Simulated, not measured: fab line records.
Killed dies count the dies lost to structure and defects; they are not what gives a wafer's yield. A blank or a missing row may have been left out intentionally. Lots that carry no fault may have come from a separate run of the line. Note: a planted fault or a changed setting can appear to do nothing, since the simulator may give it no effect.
Chamber matching + flow nand harc + NHARC_P_BONDPAD_ETCH_24 on rie diel-11: 4 sister chambers
The step etches the open film in CF4/N2, target depth 30 nm, time 72.99 s. 16 wafers are shown with their chamber, then 7 later ones without.

## WAFERS WITH THEIR CHAMBER
| wafer  | chamber | drypump motor current A (A) | showerhead plenum p Torr (Torr) | run length s (s) |
|--------|---------|-----------------------------|---------------------------------|------------------|
| L897.2 | 3       | 5.6                         | 2.82                            | 94.6             |
| L897.4 | 1       | 5.6                         | 2.78                            | 93.8             |
| L897.5 | 1       | 5.6                         | 2.78                            | 94.3             |
| L898.3 | 1       | 5.6                         | 2.78                            | 94.4             |
| L898.4 | 3       | 5.6                         | 2.82                            | 94.6             |
| L898.6 | 0       | 5.5                         | 2.82                            | 94.4             |
| L900.1 | 3       | 5.6                         | 2.82                            | 94.7             |
| L900.4 | 2       | 4.6                         | 2.81                            | 93.8             |
| L912.1 | 3       | 5.6                         | 2.82                            | 94.5             |
| L912.2 | 2       | 4.7                         | 2.81                            | 93.8             |
| L912.4 | 0       | 5.5                         | 2.81                            | 94.6             |
| L916.1 | 1       | 5.7                         | 2.78                            | 93.8             |
| L916.2 | 2       | 4.7                         | 2.81                            | 93.6             |
| L916.6 | 3       | 5.6                         | 2.82                            | 94.7             |
| L918.1 | 1       | 5.6                         | 2.78                            | 94.1             |
| L918.4 | 2       | 4.7                         | 2.80                            | 93.7             |

SIGNATURES, as means of the wafers listed above
| reading                  | chamber 0 | chamber 1 | chamber 2 | chamber 3 | scatter within a chamber |
|--------------------------|-----------|-----------|-----------|-----------|--------------------------|
| drypump motor current A  | 5.500     | 5.620     | 4.675     | 5.600     | 0.0359                   |
| showerhead plenum p Torr | 2.8150    | 2.7800    | 2.8075    | 2.8200    | 0.00323                  |
| run length s             | 94.500    | 94.080    | 93.725    | 94.620    | 0.179                    |
Rule: a wafer's distance from a chamber is the root of the sum, over the readings, of the square of ((its reading less the chamber's mean) divided by the reading's scatter). If the next closest chamber is less than 2 further off than the closest, the wafer can't be placed; otherwise it belongs to the closest. The scatter is the square root of a quotient: the sum, over the shown wafers, of each reading's squared deviation from its chamber's mean, divided by wafers minus chambers.

## WAFERS WHOSE CHAMBER IS MISSING
| wafer  | drypump motor current A (A) | showerhead plenum p Torr (Torr) | run length s (s) |
|--------|-----------------------------|---------------------------------|------------------|
| L918.5 | 5.7                         | 2.82                            | 94.8             |
| L919.2 | 5.6                         | 2.82                            | 94.6             |
| L919.4 | 5.5                         | 2.81                            | 94.2             |
| L919.6 | 4.7                         | 2.81                            | 94.1             |
| L920.1 | 5.6                         | 2.77                            | 93.7             |
| L920.2 | 4.6                         | 2.80                            | 94.5             |
| L920.4 | 5.5                         | 2.81                            | 94.3             |

## THE CHAMBER EACH PASSED THROUGH
| wafer  | from the rows above | in truth |
|--------|---------------------|----------|
| L918.5 | 3                   | 3        |
| L919.2 | 3                   | 3        |
| L919.4 | 0                   | 0        |
| L919.6 | 2                   | 2        |
| L920.1 | 1                   | 1        |
| L920.2 | 2                   | 2        |
| L920.4 | 0                   | 0        |
Correct placement for 7 of the 7. Left unplaced by these rows: 0. 0 placed wrongly.
